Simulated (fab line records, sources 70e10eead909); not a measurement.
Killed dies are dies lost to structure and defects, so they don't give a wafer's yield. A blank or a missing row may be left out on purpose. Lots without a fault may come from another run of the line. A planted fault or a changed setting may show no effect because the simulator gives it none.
Which tool did it? | flow nand_harc | 7 lots, 21 wafers sampled, at 1 step of a route of 1159

WHAT THE GAUGES READ, wafer by wafer
NHARC_A_SOURCE_PLATE_INSPECT_08.
lot  | measured     | on                | raw_defect_count
L566 | day 8 04:00  | defect_inspect-01 | 77 61 74
L569 | day 8 04:00  | defect_inspect-02 | 61 78 57
L572 | day 9 01:33  | defect_inspect-02 | 43 52 43
L575 | day 9 23:16  | defect_inspect-01 | 87 64 43
L578 | day 11 10:43 | defect_inspect-02 | 105 136 99
L587 | day 12 21:47 | defect_inspect-02 | 30 28 34
L588 | day 13 03:31 | defect_inspect-02 | 92 59 71

WHICH TOOL RAN EACH LOT (tool, then ch and the chambers of the sampled wafers, then the start)
The record holds no process step before these readings.

THE ANSWER, worked out from the rows above alone
Rule: what is usual is taken from the lots themselves. Put in order of their means at a reading, lots are off if they are a third of the lots or fewer, leave a main group of 4 or more, and stand apart from it by a gap of 3 or more times the standard deviation of the main group's means; of several such gaps the widest counts. A main group whose means are all the same, to the digits that the tables above print for the reading, isn't used. A lot without any number at a reading at which 4 lots or more have one is off too. The other lots that the step has rows for count as sound.
No lot is off at any reading shown: from this, nothing can be told.

WHAT THE SIMULATOR HAD PUT IN
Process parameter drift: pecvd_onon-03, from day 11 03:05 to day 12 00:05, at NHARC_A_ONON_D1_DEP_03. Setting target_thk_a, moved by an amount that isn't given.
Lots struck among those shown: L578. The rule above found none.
